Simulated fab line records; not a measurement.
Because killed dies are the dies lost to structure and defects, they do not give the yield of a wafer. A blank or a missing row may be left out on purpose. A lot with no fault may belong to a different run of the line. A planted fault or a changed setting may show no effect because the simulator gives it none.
fab line records	flow n5Finfet	part 1 of 2: steps 1 to 4 of 6
[record] lots = 23	wafers = 69	lastDay = 17
route steps=1938 shown STI_FIN_REVEAL@207 DUMMY_GATE@234 SD_EPI_N@281 SD_EPI_P@305 SDB@368
lots untouched by any fault: they come from a run of this same line in which no faults occurred
startH: start of the lot's first displayed wafer, in hours after the record's first day	waitH: hours since the lot's step before	" same as the row above	L1.1+2: a row that stands for several wafers	- either no value or no given start	* or withheld: withheld	< > ~ a bound
route shown NAME@n: NAME is a module with steps in the file, n the number in the route of the first one	usual: mean and standard deviation over wafers with no fault	same: alike in all rows	chamber/n: place in a boat	sites: readings site by site	_std_site: the values' standard deviation	_edge_site: mean of outer sites minus mean of inner sites	radiusMm: how far each site lies from the wafer's centre	mask NAME#n: copy n	behind: the tool/chamber that last shaped the wafer	hold: the reason the lot was held/the length of the hold in hours/how it ended	device: names the non-switching transistor (n, p or np)	end of line: the route-end tests of the same wafers	a step without rows: its recipe alone	killed: the dies lost at the first sort to structure and to defects; this is not the yield of the wafer	map: per-die view of a wafer (x killed, . not killed, _ where there is no die)
set.NAME: setting as actually run; set.NAME@STEP: the setting as run at that earlier step	model.NAME: the simulator's own value behind a step, which no gauge read
steps of the route over a sample of lots; a table a step, a row a wafer
services: a tool's chamber out of use, with start hour (startH, from the record's first day; less than 0 if before it), hours out, and reason
[[steps]]
[step N5_STI_FIN_REVEAL_CD_MEAS_22]
[recipe] targetCdNm = 6.238	pitchNm = 28	polarity = line
[usual] cdNm = 6.18/0.29
lot.wafer	tool	chamber	startH	waitH	cdNm
L074.1	cdSem-01	-	36.70	0.0	6.28
L074.3	"	-	"	"	6.35
L074.5	"	-	"	"	5.26
L075.2	cdSem-03	-	42.34	0.0	6.27
L075.5	"	-	"	"	5.93
L075.6	"	-	"	"	6.14
L076.3	cdSem-03	-	49.61	0.0	6.52
L076.4	"	-	"	"	6.86
L076.6	"	-	"	"	6.05
L077.2	cdSem-03	-	57.34	0.0	6.18
L077.4	"	-	"	"	5.91
L077.6	"	-	"	"	5.91
L078.4	cdSem-03	-	62.15	0.0	6.45
L078.5	"	-	"	"	6.10
L078.6	"	-	"	"	6.34
L079.1	cdSem-01	-	68.17	0.0	6.31
L079.3	"	-	"	"	5.67
L079.5	"	-	"	"	6.68
L081.1	cdSem-01	-	78.34	0.0	5.81
L081.4	"	-	"	"	5.59
L081.5	"	-	"	"	6.16
L082.2	cdSem-01	-	85.63	0.0	6.08
L082.4	"	-	"	"	6.22
L082.5	"	-	"	"	6.33
L083.1	cdSem-02	-	92.09	0.0	6.56
L083.3	"	-	"	"	6.23
L083.4	"	-	"	"	6.10
L084.1	cdSem-03	-	98.09	0.0	5.95
L084.2	"	-	"	"	5.91
L084.4	"	-	"	"	6.15
L085.2	cdSem-03	-	104.55	0.0	5.93
L085.3	"	-	"	"	6.18
L085.6	"	-	"	"	6.30
L086.2	cdSem-03	-	117.94	0.0	5.84
L086.4	"	-	"	"	6.54
L086.5	"	-	"	"	5.76
L087.1	cdSem-02	-	121.90	0.0	6.76
L087.5	"	-	"	"	6.22
L087.6	"	-	"	"	5.88
L088.4	cdSem-02	-	124.38	0.0	6.28
L088.5	"	-	"	"	5.78
L088.6	"	-	"	"	6.39
L089.2	cdSem-02	-	128.46	0.0	6.28
L089.5	"	-	"	"	6.38
L089.6	"	-	"	"	6.32
L090.2	cdSem-02	-	134.84	0.0	6.34
L090.3	"	-	"	"	6.51
L090.5	"	-	"	"	6.18
L091.2	cdSem-02	-	140.72	0.0	6.50
L091.5	"	-	"	"	6.25
L091.6	"	-	"	"	6.16
L092.2	cdSem-03	-	146.42	0.0	6.19
L092.4	"	-	"	"	6.00
L092.5	"	-	"	"	6.45
L093.2	cdSem-02	-	150.37	0.0	5.84
L093.3	"	-	"	"	6.24
L093.6	"	-	"	"	6.54
L094.2	cdSem-03	-	156.51	0.0	6.82
L094.3	"	-	"	"	6.19
L094.5	"	-	"	"	6.50
L095.2	cdSem-02	-	165.50	0.0	6.26
L095.4	"	-	"	"	6.05
L095.5	"	-	"	"	6.43
L096.1	cdSem-03	-	169.86	0.0	6.23
L096.4	"	-	"	"	5.95
L096.6	"	-	"	"	6.26
L097.3	cdSem-03	-	176.27	0.0	5.95
L097.4	"	-	"	"	6.24
L097.6	"	-	"	"	6.26
[step N5_DUMMY_GATE_DESCUM_20]
[recipe] chemistry = O2	timeS = 6.2	sourcePowerW = 50	biasPowerW = 20	pressureMtorr = 20	rfFrequencyHz = 2.712e+07	tempC = 40	resist = CAR-EUV	o2FlowSccm = 225
[usual] biasPowerW = 20.00/0.054	drypumpMotorCurrentA = 6.0/0.52	o2FlowSccm = 225.0/0.67	oesProductAu = 0.79/0.082	rfVppV = 243.0/1.3	showerheadPlenumPTorr = 2.09/0.066	throttleValvePct = 20.38/0.27
lot.wafer	tool	chamber	startH	waitH	biasPowerW	drypumpMotorCurrentA	o2FlowSccm	oesProductAu	rfHoursCounterH	rfVppV	showerheadPlenumPTorr	throttleValvePct
L074.1	rieDiel-02	0	49.70	0.1	19.94	5.5	225.0	0.70	206	244.5	2.15	20.62
L074.3	"	3	"	"	20.09	6.0	225.8	0.72	136	243.7	2.12	20.89
L074.5	"	0	"	"	20.04	5.5	224.5	0.71	-	244.8	2.15	20.63
L075.2	rieDiel-02	1	53.26	0.2	20.07	5.3	224.0	0.79	124	242.3	2.07	20.03
L075.5	"	3	"	"	19.95	6.0	224.8	0.73	-	243.5	2.12	20.91
L075.6	"	2	"	"	19.97	6.2	224.9	0.68	-	241.6	1.97	20.49
L076.3	rieDiel-04	2	58.60	0.0	20.09	5.7	226.2	0.78	128	240.2	2.03	20.31
L076.4	"	2	"	"	20.12	5.7	225.4	0.78	-	242.5	2.03	20.32
L076.6	"	0	"	"	20.02	6.1	225.0	0.77	-	245.0	2.17	20.41
L077.2	rieDiel-04	3	66.47	0.0	19.97	6.6	225.4	0.84	96	242.8	2.04	20.21
L077.4	"	0	"	"	19.95	6.1	225.5	0.76	-	244.2	2.17	20.40
L077.6	"	3	"	"	20.06	6.7	224.8	0.84	-	242.0	2.04	20.19
L078.4	rieDiel-04	0	71.30	0.1	20.01	6.1	226.3	0.76	-	244.4	2.17	20.40
L078.5	"	2	"	"	20.02	5.7	225.3	0.77	-	241.5	2.03	20.34
L078.6	"	3	"	"	20.04	6.7	225.4	0.84	-	243.6	2.04	20.20
L079.1	rieDiel-04	3	76.98	0.0	20.08	6.6	224.2	0.84	99	241.8	2.04	20.21
L079.3	"	1	"	"	20.02	5.0	225.2	0.97	0	244.3	2.18	20.57
L079.5	"	2	"	"	20.07	5.7	225.9	0.78	-	242.4	2.03	20.32
L081.1	rieDiel-02	1	87.05	0.0	20.06	5.3	226.0	0.78	136	244.3	2.07	20.06
L081.4	"	0	"	"	20.07	5.5	225.1	0.70	218	244.8	2.15	20.64
L081.5	"	2	"	"	20.07	6.2	224.5	0.68	-	242.2	1.97	20.51
L082.2	rieDiel-02	1	96.31	0.0	19.95	5.4	224.5	0.77	138	243.4	2.07	20.06
L082.4	"	3	"	"	20.04	6.0	226.4	0.72	146	243.0	2.11	20.93
L082.5	"	3	"	"	20.01	6.0	225.0	0.72	-	242.0	2.11	20.92
L083.1	rieDiel-01	2	103.82	0.0	20.00	6.8	225.2	0.81	101	241.4	2.03	19.99
L083.3	"	3	"	"	19.90	6.3	225.0	0.76	156	243.4	2.10	20.24
L083.4	"	1	"	"	19.94	6.3	225.7	0.92	18	244.1	2.14	20.54
L084.1	rieDiel-04	3	110.55	0.4	19.94	6.6	224.3	0.82	109	241.8	2.03	20.23
L084.2	"	0	"	"	20.08	6.1	225.4	0.74	158	244.3	2.16	20.43
L084.4	"	1	"	"	20.09	5.0	223.1	0.92	10	243.3	2.17	20.58
L085.2	rieDiel-04	0	117.14	0.0	19.98	6.1	224.0	0.74	160	245.8	2.16	20.43
L085.3	"	3	"	"	19.98	6.6	225.4	0.83	111	241.0	2.03	20.23
L085.6	"	2	"	"	20.03	5.7	225.2	0.75	-	241.2	2.02	20.35
L086.2	rieDiel-04	2	127.46	0.0	20.03	5.7	224.8	0.75	149	243.1	2.02	20.34
L086.4	"	3	"	"	19.92	6.7	225.1	0.82	114	241.1	2.03	20.21
L086.5	"	3	"	"	20.01	6.7	224.8	0.81	-	241.2	2.03	20.23
L087.1	rieDiel-02	3	131.57	0.3	20.00	6.0	225.4	0.71	160	243.3	2.11	20.95
L087.5	"	0	"	"	19.98	5.6	225.7	0.69	-	243.7	2.14	20.67
L087.6	"	1	"	"	19.95	5.4	224.9	0.77	-	244.1	2.06	20.06
L088.4	rieDiel-01	1	134.68	0.4	20.02	6.4	224.0	0.91	28	243.2	2.13	20.56
L088.5	"	2	"	"	20.08	6.8	223.7	0.81	-	241.7	2.03	20.02
L088.6	"	3	"	"	20.02	6.2	225.4	0.75	-	243.1	2.10	20.27
L089.2	rieDiel-01	1	139.28	0.0	19.94	6.4	224.1	0.91	30	245.2	2.13	20.57
L089.5	"	3	"	"	20.03	6.3	224.0	0.74	-	243.7	2.10	20.25
L089.6	"	2	"	"	20.05	6.8	225.4	0.81	-	241.8	2.03	20.01
L090.2	rieDiel-02	1	145.42	0.0	20.05	5.4	225.2	0.75	155	241.4	2.06	20.09
L090.3	"	3	"	"	20.00	6.0	225.6	0.70	165	242.8	2.11	20.94
L090.5	"	2	"	"	20.03	6.2	224.1	0.94	-	244.5	2.23	20.17
L091.2	rieDiel-04	0	149.85	0.3	20.01	6.1	224.8	0.75	166	243.0	2.16	20.45
L091.5	"	3	"	"	20.00	6.7	224.0	0.81	-	241.2	2.03	20.24
L091.6	"	2	"	"	19.93	5.7	225.1	0.76	-	242.6	2.02	20.37
L092.2	rieDiel-01	3	155.71	0.5	20.01	6.3	224.4	0.74	173	243.2	2.10	20.25
L092.4	"	2	"	"	19.97	6.8	225.4	0.80	119	241.9	2.02	20.02
L092.5	"	2	"	"	19.89	6.8	225.0	0.80	-	240.3	2.02	20.02
L093.2	rieDiel-04	3	159.24	0.1	19.99	6.6	223.3	0.80	126	242.0	2.03	20.25
L093.3	"	2	"	"	19.91	5.8	225.1	0.75	162	241.3	2.02	20.37
L093.6	"	3	"	"	19.97	6.6	224.4	0.80	-	242.6	2.03	20.25
L094.2	rieDiel-02	0	167.15	0.0	20.03	5.6	224.8	0.68	247	243.5	2.14	20.69
L094.3	"	2	"	"	19.98	6.2	224.6	0.92	13	245.7	2.23	20.18
L094.5	"	2	"	"	19.96	6.2	225.4	0.92	-	245.1	2.23	20.19
L095.2	rieDiel-02	2	175.43	0.4	20.03	6.2	224.5	0.90	17	244.3	2.22	20.18
L095.4	"	2	"	"	20.02	6.2	225.7	0.91	-	245.0	2.23	20.20
L095.5	"	1	"	"	19.98	5.3	226.4	0.76	-	243.9	2.06	20.09
L096.1	rieDiel-02	1	178.59	0.0	19.98	5.3	224.6	0.76	161	243.2	2.06	20.09
L096.4	"	3	"	"	20.05	6.0	224.6	0.69	-	240.9	2.10	20.97
L096.6	"	1	"	"	20.02	5.4	225.7	0.75	-	243.2	2.06	20.09
L097.3	rieDiel-01	3	185.18	0.1	19.99	6.2	226.5	0.73	181	242.8	2.10	20.30
L097.4	"	1	"	"	19.92	6.4	226.2	0.89	44	243.0	2.13	20.60
L097.6	"	2	"	"	20.01	6.8	225.3	0.80	-	242.1	2.02	20.01
[step N5_SD_EPI_N_SD_RECESS_17]
[recipe] chemistry = HBr/Cl2/O2	targetDepthA = 410	maskMaterial = SOC	timeS = 23.7	btTimeS = 3	pressureMtorr = 10	icpW = 800	biasW = 112	HBr_flow_sccm = 150	Cl2_flow_sccm = 80	O2_flow_sccm = 12
[usual] HBr_flow_sccm = 150.0/0.44	drypumpMotorCurrentA = 5.7/0.44	oesProductAu = 0.999/0.011	throttleValvePct = 37.0/0.43
lot.wafer	tool	chamber	startH	waitH	HBr_flow_sccm	drypumpMotorCurrentA	oesProductAu	rfHoursCounterH	throttleValvePct
L074.1	rieSi-03	0	52.73	0.0	149.7	5.0	0.993	96	37.4
L074.3	"	3	"	"	149.7	6.0	1.018	56	36.8
L074.5	"	0	"	"	148.8	5.0	0.986	-	37.4
L075.2	rieSi-03	1	56.48	0.0	150.3	6.6	0.981	68	37.3
L075.5	"	2	"	"	150.1	5.5	1.003	-	37.0
L075.6	"	3	"	"	149.8	6.0	1.008	-	36.7
L076.3	rieSi-03	3	61.53	0.0	150.6	6.0	1.018	56	36.7
L076.4	"	2	"	"	149.3	5.5	1.003	145	37.0
L076.6	"	1	"	"	149.8	6.6	0.982	-	37.3
L077.2	rieSi-01	1	69.54	0.0	149.3	5.4	1.008	104	36.2
L077.4	"	0	"	"	149.9	5.9	1.003	-	37.3
L077.6	"	2	"	"	150.4	5.7	0.997	-	37.0
L078.4	rieSi-01	2	74.59	0.1	150.4	5.7	0.999	-	37.0
L078.5	"	0	"	"	149.3	5.9	1.004	-	37.2
L078.6	"	1	"	"	149.5	5.3	1.003	-	36.1
L079.1	rieSi-01	2	80.38	0.0	150.2	5.7	0.995	111	37.0
L079.3	"	1	"	"	150.1	5.4	1.004	104	36.2
L079.5	"	3	"	"	149.5	5.4	0.995	-	37.6
L081.1	rieSi-01	3	90.23	0.0	150.3	5.4	1.001	104	37.6
L081.4	"	0	"	"	149.8	5.9	1.001	94	37.2
L081.5	"	0	"	"	150.4	5.9	1.001	-	37.3
L082.2	rieSi-03	1	103.05	0.0	150.2	6.6	0.975	69	37.3
L082.4	"	0	"	"	149.7	5.0	0.973	97	37.4
L082.5	"	2	"	"	149.9	5.5	1.004	-	36.9
L083.1	rieSi-01	1	108.49	0.0	149.0	5.3	1.001	105	36.2
L083.3	"	3	"	"	150.0	5.4	1.002	104	37.6
L083.4	"	2	"	"	149.9	5.6	0.999	111	37.0
L084.1	rieSi-05	1	114.85	0.0	149.3	6.5	1.016	107	37.2
L084.2	"	3	"	"	149.6	4.9	0.975	9	37.4
L084.4	"	2	"	"	149.0	5.6	0.991	168	37.1
L085.2	rieSi-01	0	120.72	0.0	150.4	5.9	0.998	94	37.3
L085.3	"	2	"	"	149.7	5.7	0.992	112	37.0
L085.6	"	0	"	"	150.7	5.9	1.004	-	37.2
L086.2	rieSi-03	0	130.68	0.0	149.8	5.0	0.989	98	37.4
L086.4	"	2	"	"	149.8	5.5	0.995	146	37.0
L086.5	"	0	"	"	149.6	5.0	0.992	-	37.4
L087.1	rieSi-01	2	134.71	0.0	149.8	5.7	1.003	112	37.0
L087.5	"	1	"	"	149.5	5.4	1.015	-	36.1
L087.6	"	0	"	"	150.8	5.9	0.998	-	37.3
L088.4	rieSi-03	2	137.81	0.0	150.3	5.5	1.001	146	36.9
L088.5	"	3	"	"	150.0	6.0	1.020	-	36.8
L088.6	"	0	"	"	150.0	5.0	0.988	-	37.4
L089.2	rieSi-05	0	142.44	0.0	150.7	6.2	0.987	68	37.3
L089.5	"	2	"	"	150.4	5.6	1.009	-	37.1
L089.6	"	1	"	"	150.2	6.5	1.015	-	37.2
L090.2	rieSi-01	0	148.82	0.0	149.9	5.8	0.999	95	37.3
L090.3	"	3	"	"	150.5	5.4	0.995	105	37.6
L090.5	"	2	"	"	149.9	5.7	0.993	-	37.0
L091.2	rieSi-05	0	152.80	0.0	150.1	6.2	0.989	69	37.3
L091.5	"	2	"	"	149.7	5.6	0.999	-	37.1
L091.6	"	3	"	"	150.0	4.9	0.985	-	37.4
L092.2	rieSi-03	2	158.86	0.0	149.7	5.5	1.009	147	37.0
L092.4	"	0	"	"	150.2	5.0	0.987	99	37.4
L092.5	"	0	"	"	150.1	5.0	0.987	-	37.4
L093.2	rieSi-05	2	162.72	0.0	150.8	5.6	0.992	169	37.1
L093.3	"	1	"	"	150.1	6.5	1.011	108	37.2
L093.6	"	1	"	"	149.6	6.5	1.014	-	37.2
L094.2	rieSi-01	2	170.78	0.0	150.0	5.6	0.998	112	37.0
L094.3	"	1	"	"	150.5	5.3	1.011	106	36.2
L094.5	"	2	"	"	149.6	5.7	0.990	-	37.0
L095.2	rieSi-03	2	179.04	0.0	149.8	5.5	1.000	147	37.0
L095.4	"	3	"	"	150.2	6.0	1.022	58	36.7
L095.5	"	2	"	"	149.5	5.5	1.003	-	37.0
L096.1	rieSi-01	1	181.53	0.0	149.8	5.3	1.020	106	36.2
L096.4	"	3	"	"	149.9	5.4	0.984	105	37.6
L096.6	"	1	"	"	150.4	5.3	0.998	-	36.2
L097.3	rieSi-01	1	188.35	0.0	150.2	5.4	1.007	107	36.1
L097.4	"	2	"	"	150.4	5.7	0.992	113	37.0
L097.6	"	0	"	"	150.0	5.9	0.989	-	37.3
[step N5_SD_EPI_P_INSPECT_11]
[recipe] mode = adi	inspectInstrument = macro
[usual] rawDefectCount = 2.2/1.5
lot.wafer	tool	chamber	startH	waitH	rawDefectCount
L074.1	defectInspect-02	-	56.46	0.0	1
L074.3	"	-	"	"	1
L074.5	"	-	"	"	6
L075.2	defectInspect-01	-	60.55	0.0	2
L075.5	"	-	"	"	1
L075.6	"	-	"	"	5
L076.3	defectInspect-01	-	65.25	0.0	2
L076.4	"	-	"	"	2
L076.6	"	-	"	"	1
L077.2	defectInspect-01	-	73.15	0.0	5
L077.4	"	-	"	"	1
L077.6	"	-	"	"	2
L078.4	defectInspect-02	-	78.39	0.0	3
L078.5	"	-	"	"	2
L078.6	"	-	"	"	2
L079.1	defectInspect-01	-	84.23	0.0	2
L079.3	"	-	"	"	0
L079.5	"	-	"	"	3
L081.1	defectInspect-02	-	95.41	0.0	1
L081.4	"	-	"	"	4
L081.5	"	-	"	"	1
L082.2	defectInspect-01	-	106.98	0.0	3
L082.4	"	-	"	"	6
L082.5	"	-	"	"	3
L083.1	defectInspect-02	-	113.40	0.0	3
L083.3	"	-	"	"	3
L083.4	"	-	"	"	3
L084.1	defectInspect-02	-	118.47	0.0	3
L084.2	"	-	"	"	0
L084.4	"	-	"	"	1
L085.2	defectInspect-02	-	124.49	0.0	3
L085.3	"	-	"	"	1
L085.6	"	-	"	"	0
L086.2	defectInspect-01	-	134.43	0.0	2
L086.4	"	-	"	"	0
L086.5	"	-	"	"	3
L087.1	defectInspect-01	-	138.51	0.0	0
L087.5	"	-	"	"	4
L087.6	"	-	"	"	3
L088.4	defectInspect-01	-	142.41	0.0	2
L088.5	"	-	"	"	0
L088.6	"	-	"	"	2
L089.2	defectInspect-02	-	146.20	0.0	2
L089.5	"	-	"	"	5
L089.6	"	-	"	"	0
L090.2	defectInspect-01	-	153.61	0.0	2
L090.3	"	-	"	"	2
L090.5	"	-	"	"	1
L091.2	defectInspect-01	-	157.66	0.0	4
L091.5	"	-	"	"	1
L091.6	"	-	"	"	4
L092.2	defectInspect-01	-	162.88	0.0	1
L092.4	"	-	"	"	4
L092.5	"	-	"	"	3
L093.2	defectInspect-02	-	168.59	0.0	3
L093.3	"	-	"	"	2
L093.6	"	-	"	"	2
L094.2	defectInspect-02	-	174.68	0.0	2
L094.3	"	-	"	"	1
L094.5	"	-	"	"	1
L095.2	defectInspect-01	-	182.90	0.0	1
L095.4	"	-	"	"	2
L095.5	"	-	"	"	1
L096.1	defectInspect-01	-	186.30	0.0	2
L096.4	"	-	"	"	5
L096.6	"	-	"	"	0
L097.3	defectInspect-01	-	191.96	0.0	2
L097.4	"	-	"	"	3
L097.6	"	-	"	"	1
